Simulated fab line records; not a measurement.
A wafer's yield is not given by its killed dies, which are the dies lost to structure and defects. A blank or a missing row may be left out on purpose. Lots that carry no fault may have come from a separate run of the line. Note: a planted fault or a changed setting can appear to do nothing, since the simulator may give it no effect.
Chamber matching | flow nand-harc | NHARC_A_DECK1_JOINT_DEP_16 on pecvd-02: 3 sister chambers
The step deposits SiO2, target thk 45 nm. 3 wafers are shown with their chamber, then 8 later ones without.

== EACH WAFER AND ITS CHAMBER ==
wafer  | chamber | throttle-valve-pct (%)
L780.2 | 1       | 14.5
L784.1 | 2       | 15.0
L787.1 | 0       | 16.5

== WAFERS WITH NO CHAMBER GIVEN ==
wafer  | throttle-valve-pct (%)
L787.3 | 14.9
L787.4 | 16.7
L789.1 | 15.1
L789.2 | 16.5
L789.5 | 14.8
L788.1 | 15.2
L788.3 | 15.0
L788.6 | 14.7

== CHAMBER TAKEN BY EACH ==
wafer  | from the rows above     | in truth
L787.3 | 2                       | 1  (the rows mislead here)
L787.4 | 0                       | 0
L789.1 | 2                       | 2
L789.2 | 0                       | 0
L789.5 | can't be placed: 2 or 1 | 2
L788.1 | 2                       | 2
L788.3 | 2                       | 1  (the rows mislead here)
L788.6 | can't be placed: 1 or 2 | 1
Correctly placed: 4 of 8. These rows do not allow placing 2 (true chamber among the candidates in 2). Placed wrongly: 2.
How it was worked out, from the rows above alone: a wafer's distance from a chamber is the root of the sum, over the readings, of the square of ((its reading less the chamber's mean) divided by the reading's scatter). If the next closest chamber is less than 2 further off than the closest, the wafer can't be placed; otherwise it belongs to the closest. The mean given for a chamber averages the wafers shown for that chamber. The scatter: with one shown wafer a chamber, the root of the mean of the squares of how far each hidden wafer lies from its nearest shown one.
